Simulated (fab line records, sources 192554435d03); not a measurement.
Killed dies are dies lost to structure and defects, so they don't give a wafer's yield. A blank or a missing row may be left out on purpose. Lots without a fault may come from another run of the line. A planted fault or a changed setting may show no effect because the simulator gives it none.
Which tool did it? | flow n5_finfet | 20 lots, 60 wafers sampled, at 6 steps of a route of 1938

WHAT THE GAUGES READ, wafer by wafer
The record holds no reading of a measuring or inspecting step that can be judged against a usual standard deviation.

WHICH TOOL RAN EACH LOT (tool, then ch and the chambers of the sampled wafers, then the start)
lot  | N5_FIN_SAQP_STRIP_70              | N5_FIN_SAQP_ETCH_34               | N5_FIN_CUT_ETCH_20                | N5_DUMMY_GATE_ALD_02             | N5_SD_EPI_N_ETCH_16               | N5_SD_EPI_P_SD_RECESS_17
L074 | rie_diel-04 ch 0,2,3, day 2 00:11 | rie_diel-03 ch 0,1,3, day 2 01:02 | rie_diel-06 ch 0,2,3, day 2 01:59 | ald_sin-03 ch 1,2,3, day 2 11:43 | rie_diel-03 ch 0,1,2, day 2 23:31 | rie_si-05 ch 0,1,3, day 3 04:55
L075 | rie_diel-01 ch 1,2, day 2 06:03   | rie_diel-01 ch 0,1, day 2 06:55   | rie_diel-05 ch 1,2, day 2 08:05   | ald_sin-01 ch 0,3, day 2 17:59   | rie_diel-01 ch 1,2,3, day 3 05:39 | rie_si-02 ch 1,2,3, day 3 10:25
L076 | rie_diel-04 ch 2,3, day 2 12:35   | rie_diel-03 ch 1,2,3, day 2 13:25 | rie_diel-05 ch 0,1,3, day 2 14:22 | ald_sin-03 ch 0,2,3, day 3 01:43 | rie_diel-01 ch 1,2,3, day 3 13:24 | rie_si-02 ch 0,1,3, day 3 18:01
L077 | rie_diel-04 ch 0,2, day 2 18:23   | rie_diel-03 ch 0,1,2, day 2 19:19 | rie_diel-02 ch 0,2,3, day 2 20:23 | ald_sin-04 ch 0,2,3, day 3 06:23 | rie_diel-04 ch 0,2, day 3 18:01   | rie_si-05 ch 2,3, day 3 22:32
L079 | rie_diel-01 ch 0,2,3, day 3 07:01 | rie_diel-04 ch 0,2, day 3 08:02   | rie_diel-06 ch 0,2,3, day 3 08:59 | ald_sin-01 ch 1,2,3, day 3 18:59 | rie_diel-01 ch 0,1,2, day 4 06:22 | rie_si-02 ch 0,2,3, day 4 10:53
L080 | rie_diel-04 ch 0,1, day 3 13:59   | rie_diel-04 ch 0,2, day 3 15:08   | rie_diel-05 ch 1,2, day 3 16:13   | ald_sin-03 ch 0,3, day 4 01:54   | rie_diel-04 ch 0,1, day 4 13:46   | rie_si-05 ch 0,3, day 4 18:46
L081 | rie_diel-01 ch 1,2, day 3 19:25   | rie_diel-03 ch 0,1,2, day 3 20:22 | rie_diel-05 ch 1,2, day 3 21:20   | ald_sin-04 ch 0,1,3, day 4 07:14 | rie_diel-03 ch 0,3, day 4 19:27   | rie_si-04 ch 1,2, day 5 01:11
L082 | rie_diel-04 ch 1,3, day 4 00:14   | rie_diel-03 ch 0,1,2, day 4 01:05 | rie_diel-02 ch 0,1,2, day 4 02:17 | ald_sin-03 ch 0,1,2, day 4 12:34 | rie_diel-03 ch 0,1, day 4 23:52   | rie_si-05 ch 1,2, day 5 04:22
L083 | rie_diel-03 ch 0,2, day 4 06:56   | rie_diel-01 ch 0,1, day 4 09:07   | rie_diel-06 ch 0,1, day 4 10:11   | ald_sin-04 ch 0,1,2, day 4 21:03 | rie_diel-04 ch 0,1,3, day 5 08:47 | rie_si-04 ch 0,1,3, day 5 13:19
L084 | rie_diel-04 ch 0,2, day 4 13:06   | rie_diel-01 ch 0,1,3, day 4 14:09 | rie_diel-02 ch 0,1, day 4 15:25   | ald_sin-04 ch 2,3, day 5 01:58   | rie_diel-04 ch 0,1,2, day 5 13:25 | rie_si-04 ch 0,2,3, day 5 18:58
L085 | rie_diel-03 ch 1,3, day 4 19:59   | rie_diel-01 ch 0,1,2, day 4 22:10 | rie_diel-02 ch 0,2, day 4 23:07   | ald_sin-03 ch 0,1,2, day 5 11:19 | rie_diel-01 ch 0,3, day 5 23:32   | rie_si-02 ch 0,2, day 6 04:20
L086 | rie_diel-03 ch 1,2, day 5 02:52   | rie_diel-03 ch 1,2, day 5 03:44   | rie_diel-02 ch 0,2,3, day 5 04:59 | ald_sin-01 ch 0,2, day 5 14:58   | rie_diel-04 ch 0,1,2, day 6 02:19 | rie_si-04 ch 0,1,2, day 6 06:52
L087 | rie_diel-01 ch 0,1,3, day 5 06:47 | rie_diel-01 ch 0,1, day 5 07:43   | rie_diel-06 ch 1,2, day 5 08:47   | ald_sin-01 ch 1,3, day 5 20:02   | rie_diel-01 ch 0,1,3, day 6 07:30 | rie_si-05 ch 0,2,3, day 6 12:57
L088 | rie_diel-01 ch 1,2, day 5 12:16   | rie_diel-01 ch 1,3, day 5 15:01   | rie_diel-02 ch 1,2,3, day 5 16:22 | ald_sin-04 ch 1,2,3, day 6 02:49 | rie_diel-03 ch 0,1,2, day 6 14:28 | rie_si-04 ch 1,2,3, day 6 19:36
L089 | rie_diel-01 ch 0,1,2, day 5 19:39 | rie_diel-04 ch 1,2,3, day 5 20:29 | rie_diel-06 ch 0,2,3, day 5 21:27 | ald_sin-01 ch 0,1,3, day 6 07:26 | rie_diel-01 ch 0,1,3, day 6 20:49 | rie_si-04 ch 0,2,3, day 7 02:05
L090 | rie_diel-01 ch 0,1,3, day 6 01:11 | rie_diel-03 ch 1,2,3, day 6 02:25 | rie_diel-05 ch 0,1,2, day 6 03:29 | ald_sin-04 ch 1,2,3, day 6 13:20 | rie_diel-04 ch 0,2,3, day 7 05:05 | rie_si-04 ch 0,1,3, day 7 11:21
L092 | rie_diel-01 ch 0,2,3, day 6 12:22 | rie_diel-01 ch 0,2,3, day 6 13:13 | rie_diel-06 ch 0,1,2, day 6 14:10 | ald_sin-01 ch 1,2,3, day 6 23:52 | rie_diel-01 ch 1,2,3, day 7 13:44 | rie_si-05 ch 1,2,3, day 7 18:29
L094 | rie_diel-03 ch 0,2,3, day 7 00:22 | rie_diel-01 ch 0,1,2, day 7 01:18 | rie_diel-05 ch 1,2, day 7 02:15   | ald_sin-04 ch 0,1,3, day 7 12:31 | rie_diel-04 ch 0,2,3, day 8 01:59 | rie_si-05 ch 2,3, day 8 06:30
L095 | rie_diel-03 ch 0,2,3, day 7 06:59 | rie_diel-03 ch 2,3, day 7 07:52   | rie_diel-02 ch 0,2,3, day 7 09:08 | ald_sin-03 ch 0,1,3, day 7 19:59 | rie_diel-04 ch 0,2,3, day 8 08:03 | rie_si-04 ch 0,1,2, day 8 12:47
L096 | rie_diel-01 ch 1,2,3, day 7 13:02 | rie_diel-04 ch 0,3, day 7 14:13   | rie_diel-02 ch 1,2, day 7 15:10   | ald_sin-01 ch 1,3, day 8 01:00   | rie_diel-01 ch 1,2, day 8 13:25   | rie_si-05 ch 0,1,2, day 8 18:41
- N5_FIN_SAQP_STRIP_70: strips in N2/H2.
- N5_FIN_SAQP_ETCH_34: etches SiO2 in C4F6/O2, target depth 45 nm, time 15 s.
- N5_FIN_CUT_ETCH_20: etches SiARC in CF4, target depth 26 nm, time 43.3 s.
- N5_DUMMY_GATE_ALD_02: deposits SiO2, target thk 2 nm, pulse time 1 s.
- N5_SD_EPI_N_ETCH_16: etches SiO2 in CHF3/O2, target depth 5 nm.
- N5_SD_EPI_P_SD_RECESS_17: chemistry HBr/Cl2/O2, target depth 39.1 nm, bt time 3 s.

WHAT THE TOOLS THEMSELVES READ (means of the sampled wafers that have a number; where no wafer has one, the mark that the record gives instead)
N5_FIN_SAQP_STRIP_70.
lot  | tool        | drypump_motor_current_A (A) | oes_product_au (a.u.) | rf_vpp_V (V) | showerhead_plenum_p_Torr (Torr) | throttle_valve_pct (%)
L074 | rie_diel-04 | 5.6                         | 0.82                  | 122.1        | 3.32                            | 18.86
L075 | rie_diel-01 | 6.1                         | 0.73                  | 121.2        | 3.36                            | 18.85
L076 | rie_diel-04 | 5.6                         | 0.76                  | 122.3        | 3.39                            | 19.06
L077 | rie_diel-04 | 5.6                         | 0.84                  | 121.9        | 3.43                            | 18.83
L079 | rie_diel-01 | 6.0                         | 0.80                  | 121.0        | 3.29                            | 18.93
L080 | rie_diel-04 | 6.0                         | 0.93                  | 122.3        | 3.48                            | 18.86
L081 | rie_diel-01 | 6.0                         | 0.72                  | 121.8        | 3.34                            | 18.76
L082 | rie_diel-04 | 6.0                         | 0.93                  | 122.3        | 3.58                            | 18.95
L083 | rie_diel-03 | 5.4                         | 0.76                  | 122.9        | 3.45                            | 18.97
L084 | rie_diel-04 | 5.5                         | 0.86                  | 121.3        | 3.35                            | 18.69
L085 | rie_diel-03 | 6.1                         | 0.76                  | 121.0        | 3.27                            | 19.27
L086 | rie_diel-03 | 6.1                         | 0.73                  | 121.8        | 3.39                            | 18.85
L087 | rie_diel-01 | 5.9                         | 0.78                  | 120.7        | 3.29                            | 18.84
L088 | rie_diel-01 | 6.1                         | 0.71                  | 122.0        | 3.34                            | 18.89
L089 | rie_diel-01 | 6.1                         | 0.76                  | 121.7        | 3.31                            | 18.85
L090 | rie_diel-01 | 6.0                         | 0.78                  | 121.4        | 3.28                            | 18.85
L092 | rie_diel-01 | 6.0                         | 0.78                  | 121.3        | 3.28                            | 18.97
L094 | rie_diel-03 | 5.5                         | 0.74                  | 121.1        | 3.35                            | 19.20
L095 | rie_diel-03 | 5.5                         | 0.74                  | 122.0        | 3.35                            | 19.21
L096 | rie_diel-01 | 6.0                         | 0.73                  | 120.0        | 3.30                            | 18.93

N5_FIN_SAQP_ETCH_34.
lot  | tool        | drypump_motor_current_A (A) | etch_rf_on_time_s (s) | oes_product_au (a.u.) | rf_vpp_V (V) | showerhead_plenum_p_Torr (Torr) | throttle_valve_pct (%)
L074 | rie_diel-03 | 5.8                         | 15.05                 | 0.62                  | 664          | 2.80                            | 21.12
L075 | rie_diel-01 | 6.0                         | 14.88                 | 0.71                  | 668          | 2.78                            | 20.74
L076 | rie_diel-03 | 6.0                         | 14.91                 | 0.66                  | 661          | 2.85                            | 21.18
L077 | rie_diel-03 | 5.7                         | 14.91                 | 0.63                  | 668          | 2.87                            | 21.16
L079 | rie_diel-04 | 5.5                         | 14.73                 | 0.75                  | 661          | 2.85                            | 20.92
L080 | rie_diel-04 | 5.6                         | 14.83                 | 0.71                  | 663          | 2.90                            | 21.18
L081 | rie_diel-03 | 5.7                         | 15.05                 | 0.62                  | 668          | 2.86                            | 21.16
L082 | rie_diel-03 | 5.6                         | 15.14                 | 0.62                  | 667          | 2.86                            | 21.17
L083 | rie_diel-01 | 6.0                         | 14.88                 | 0.65                  | 667          | 2.80                            | 20.89
L084 | rie_diel-01 | 5.9                         | 14.79                 | 0.68                  | 666          | 2.78                            | 20.94
L085 | rie_diel-01 | 6.1                         | 14.90                 | 0.65                  | 667          | 2.80                            | 20.87
L086 | rie_diel-03 | 6.1                         | 14.90                 | 0.61                  | 661          | 2.86                            | 21.09
L087 | rie_diel-01 | 6.1                         | 15.04                 | 0.69                  | 669          | 2.77                            | 20.76
L088 | rie_diel-01 | 5.9                         | 15.02                 | 0.63                  | 665          | 2.79                            | 21.08
L089 | rie_diel-04 | 5.8                         | 15.01                 | 0.72                  | 675          | 3.01                            | 21.25
L090 | rie_diel-03 | 5.9                         | 14.92                 | 0.64                  | 660          | 2.84                            | 21.21
L092 | rie_diel-01 | 6.0                         | 14.93                 | 0.67                  | 665          | 2.78                            | 20.95
L094 | rie_diel-01 | 6.1                         | 15.11                 | 0.64                  | 667          | 2.80                            | 20.89
L095 | rie_diel-03 | 5.8                         | 14.93                 | 0.66                  | 660          | 2.81                            | 21.31
L096 | rie_diel-04 | 5.6                         | 14.87                 | 0.74                  | 671          | 2.95                            | 21.05

N5_FIN_CUT_ETCH_20.
lot  | tool        | drypump_motor_current_A (A) | etch_rf_on_time_s (s) | oes_product_au (a.u.) | rf_vpp_V (V) | showerhead_plenum_p_Torr (Torr) | throttle_valve_pct (%)
L074 | rie_diel-06 | 5.7                         | 44.3                  | 0.66                  | 183.5        | 2.12                            | 15.68
L075 | rie_diel-05 | 5.7                         | 43.6                  | 0.63                  | 184.2        | 2.18                            | 15.56
L076 | rie_diel-05 | 5.6                         | 43.4                  | 0.62                  | 183.7        | 2.13                            | 15.76
L077 | rie_diel-02 | 5.4                         | 43.3                  | 0.67                  | 184.4        | 2.15                            | 15.56
L079 | rie_diel-06 | 5.7                         | 43.3                  | 0.66                  | 184.5        | 2.12                            | 15.69
L080 | rie_diel-05 | 5.7                         | 43.8                  | 0.62                  | 184.2        | 2.18                            | 15.59
L081 | rie_diel-05 | 5.5                         | 43.7                  | 0.60                  | 184.1        | 2.15                            | 15.78
L082 | rie_diel-02 | 5.7                         | 42.7                  | 0.68                  | 184.9        | 2.18                            | 15.63
L083 | rie_diel-06 | 5.8                         | 42.9                  | 0.69                  | 181.6        | 2.08                            | 15.84
L084 | rie_diel-02 | 6.0                         | 42.8                  | 0.68                  | 185.5        | 2.24                            | 15.78
L085 | rie_diel-02 | 5.5                         | 43.1                  | 0.67                  | 184.3        | 2.12                            | 15.51
L086 | rie_diel-02 | 5.5                         | 43.5                  | 0.65                  | 183.3        | 2.14                            | 15.58
L087 | rie_diel-06 | 6.0                         | 43.4                  | 0.66                  | 182.7        | 2.02                            | 15.95
L088 | rie_diel-02 | 5.8                         | 43.8                  | 0.67                  | 185.3        | 2.16                            | 15.67
L089 | rie_diel-06 | 5.6                         | 43.9                  | 0.65                  | 183.0        | 2.11                            | 15.73
L090 | rie_diel-05 | 5.8                         | 42.9                  | 0.68                  | 183.7        | 2.16                            | 15.51
L092 | rie_diel-06 | 5.8                         | 43.7                  | 0.67                  | 183.7        | 2.10                            | 15.84
L094 | rie_diel-05 | 5.7                         | 43.1                  | 0.67                  | 184.0        | 2.17                            | 15.46
L095 | rie_diel-02 | 5.5                         | 43.3                  | 0.64                  | 184.5        | 2.14                            | 15.62
L096 | rie_diel-02 | 5.8                         | 43.2                  | 0.68                  | 185.0        | 2.13                            | 15.62

N5_DUMMY_GATE_ALD_02.
lot  | tool       | heater_power_w (W) | precursor_pulse_height_rel | susceptor_temp_C (C)
L074 | ald_sin-03 | 467                | 0.983                      | 299.74
L075 | ald_sin-01 | 506                | 1.005                      | 300.05
L076 | ald_sin-03 | 492                | 0.994                      | 300.02
L077 | ald_sin-04 | 524                | 1.005                      | 300.07
L079 | ald_sin-01 | 550                | 0.999                      | 300.05
L080 | ald_sin-03 | 491                | 1.005                      | 299.99
L081 | ald_sin-04 | 457                | 1.004                      | 300.04
L082 | ald_sin-03 | 481                | 1.000                      | 300.04
L083 | ald_sin-04 | 469                | 1.026                      | 300.04
L084 | ald_sin-04 | 549                | 1.024                      | 299.99
L085 | ald_sin-03 | 480                | 1.010                      | 300.07
L086 | ald_sin-01 | 465                | 1.001                      | 299.95
L087 | ald_sin-01 | 546                | 1.009                      | 300.14
L088 | ald_sin-04 | 498                | 1.000                      | 299.99
L089 | ald_sin-01 | 484                | 0.975                      | 299.90
L090 | ald_sin-04 | 506                | 0.999                      | 300.00
L092 | ald_sin-01 | 548                | 0.993                      | 300.08
L094 | ald_sin-04 | 465                | 0.998                      | 299.99
L095 | ald_sin-03 | 468                | 1.000                      | 299.90
L096 | ald_sin-01 | 528                | 1.006                      | 300.27

N5_SD_EPI_N_ETCH_16.
lot  | tool        | drypump_motor_current_A (A) | oes_product_au (a.u.) | rf_vpp_V (V) | showerhead_plenum_p_Torr (Torr) | throttle_valve_pct (%)
L074 | rie_diel-03 | 5.6                         | 0.73                  | 526          | 2.43                            | 19.03
L075 | rie_diel-01 | 5.9                         | 0.76                  | 524          | 2.38                            | 18.87
L076 | rie_diel-01 | 6.0                         | 0.77                  | 524          | 2.38                            | 18.88
L077 | rie_diel-04 | 5.5                         | 0.86                  | 520          | 2.41                            | 18.74
L079 | rie_diel-01 | 6.1                         | 0.76                  | 525          | 2.38                            | 18.70
L080 | rie_diel-04 | 5.9                         | 0.90                  | 528          | 2.50                            | 18.74
L081 | rie_diel-03 | 5.4                         | 0.72                  | 527          | 2.36                            | 19.08
L082 | rie_diel-03 | 5.9                         | 0.68                  | 524          | 2.38                            | 18.93
L083 | rie_diel-04 | 5.8                         | 0.89                  | 528          | 2.50                            | 18.79
L084 | rie_diel-04 | 5.8                         | 0.85                  | 525          | 2.48                            | 18.90
L085 | rie_diel-01 | 5.8                         | 0.82                  | 522          | 2.33                            | 18.84
L086 | rie_diel-04 | 5.8                         | 0.84                  | 525          | 2.47                            | 18.90
L087 | rie_diel-01 | 5.9                         | 0.78                  | 524          | 2.35                            | 18.81
L088 | rie_diel-03 | 5.6                         | 0.72                  | 526          | 2.42                            | 19.07
L089 | rie_diel-01 | 5.9                         | 0.78                  | 523          | 2.35                            | 18.82
L090 | rie_diel-04 | 5.6                         | 0.83                  | 525          | 2.47                            | 18.95
L092 | rie_diel-01 | 6.0                         | 0.73                  | 524          | 2.37                            | 18.94
L094 | rie_diel-04 | 5.6                         | 0.82                  | 525          | 2.47                            | 18.96
L095 | rie_diel-04 | 5.6                         | 0.82                  | 525          | 2.47                            | 18.97
L096 | rie_diel-01 | 6.0                         | 0.69                  | 524          | 2.38                            | 18.89

N5_SD_EPI_P_SD_RECESS_17.
lot  | tool      | HBr_flow_sccm (sccm) | drypump_motor_current_A (A) | oes_product_au (a.u.) | throttle_valve_pct (%)
L074 | rie_si-05 | 150.1                | 6.0                         | 0.995                 | 36.64
L075 | rie_si-02 | 149.9                | 6.2                         | 0.988                 | 36.90
L076 | rie_si-02 | 150.1                | 5.8                         | 0.982                 | 36.77
L077 | rie_si-05 | 150.6                | 5.3                         | 0.991                 | 36.60
L079 | rie_si-02 | 149.5                | 5.7                         | 0.990                 | 36.99
L080 | rie_si-05 | 149.9                | 6.1                         | 0.988                 | 36.64
L081 | rie_si-04 | 149.8                | 6.1                         | 1.004                 | 36.77
L082 | rie_si-05 | 149.9                | 5.2                         | 0.998                 | 36.60
L083 | rie_si-04 | 150.0                | 5.8                         | 0.996                 | 37.10
L084 | rie_si-04 | 150.3                | 5.8                         | 0.994                 | 37.11
L085 | rie_si-02 | 150.1                | 5.6                         | 0.989                 | 37.17
L086 | rie_si-04 | 150.4                | 6.0                         | 0.998                 | 37.02
L087 | rie_si-05 | 149.8                | 5.7                         | 1.000                 | 36.64
L088 | rie_si-04 | 150.0                | 5.9                         | 1.002                 | 36.86
L089 | rie_si-04 | 149.8                | 5.8                         | 1.001                 | 37.11
L090 | rie_si-04 | 149.9                | 5.8                         | 0.995                 | 37.10
L092 | rie_si-05 | 149.8                | 5.6                         | 0.991                 | 36.59
L094 | rie_si-05 | 150.2                | 5.7                         | 0.992                 | 36.60
L095 | rie_si-04 | 149.9                | 6.0                         | 0.993                 | 37.02
L096 | rie_si-05 | 150.2                | 5.5                         | 0.997                 | 36.69

THE ANSWER, worked out from the rows above alone
Rule: what is usual is taken from the lots themselves. Put in order of their means at a reading, lots are off if they are a third of the lots or fewer, leave a main group of 4 or more, and stand apart from it by a gap of 3 or more times the standard deviation of the main group's means; of several such gaps the widest counts. A main group whose means are all the same, to the digits that the tables above print for the reading, isn't used. A lot without any number at a reading at which 4 lots or more have one is off too. The other lots that the step has rows for count as sound. The gauges are gone through in route order, then the tools' own readings, and for those a lot's mean is taken as printed above. The first step at which some lot is off is used, and at that step the reading that is off furthest; a lot without a number counts as furthest.
No lot is off at any reading shown: from this, nothing can be told.

WHAT THE SIMULATOR HAD PUT IN
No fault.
